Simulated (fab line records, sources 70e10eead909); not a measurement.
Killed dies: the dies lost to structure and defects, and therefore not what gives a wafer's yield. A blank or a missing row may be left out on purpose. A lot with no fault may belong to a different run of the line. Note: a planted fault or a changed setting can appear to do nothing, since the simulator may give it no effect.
Matching of chambers -- flow nandHarc -- NHARC_A_CHANNEL_FILL_D2_ETCHBACK_20 on rieDiel-03 has 4 sister chambers
The step etches the open film in C4F8/O2/Ar, target depth 27 nm, time 13.5 s. 4 wafers are shown with their chamber, then 6 later ones without.

EACH WAFER AND ITS CHAMBER
wafer,chamber,rfVppV (V)
L086.1,0,970
L091.1,2,968
L091.3,1,980
L091.5,3,985

WAFERS WITH NO CHAMBER GIVEN
wafer,rfVppV (V)
L094.1,985
L094.4,968
L094.5,986
L097.2,985
L097.3,970
L097.4,968

THE CHAMBER EACH PASSED THROUGH
wafer,from the rows above,in truth
L094.1,3,3
L094.4,2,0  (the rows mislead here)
L094.5,3,3
L097.2,3,3
L097.3,0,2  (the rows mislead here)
L097.4,2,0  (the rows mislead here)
Correctly placed: 3 of 6. Left unplaced by these rows: 0. Wrongly placed: 3.
How it was worked out, from the rows above alone: a wafer's distance from a chamber is the root of the sum, over the readings, of the square of ((its reading less the chamber's mean) divided by the reading's scatter). The wafer belongs to the nearest chamber; if the next one is less than 2 further off, it can't be placed. For every chamber, the mean is computed from those of its wafers that are shown. The scatter: root of mean squared gap, hidden wafer to nearest shown wafer, with one shown wafer a chamber.
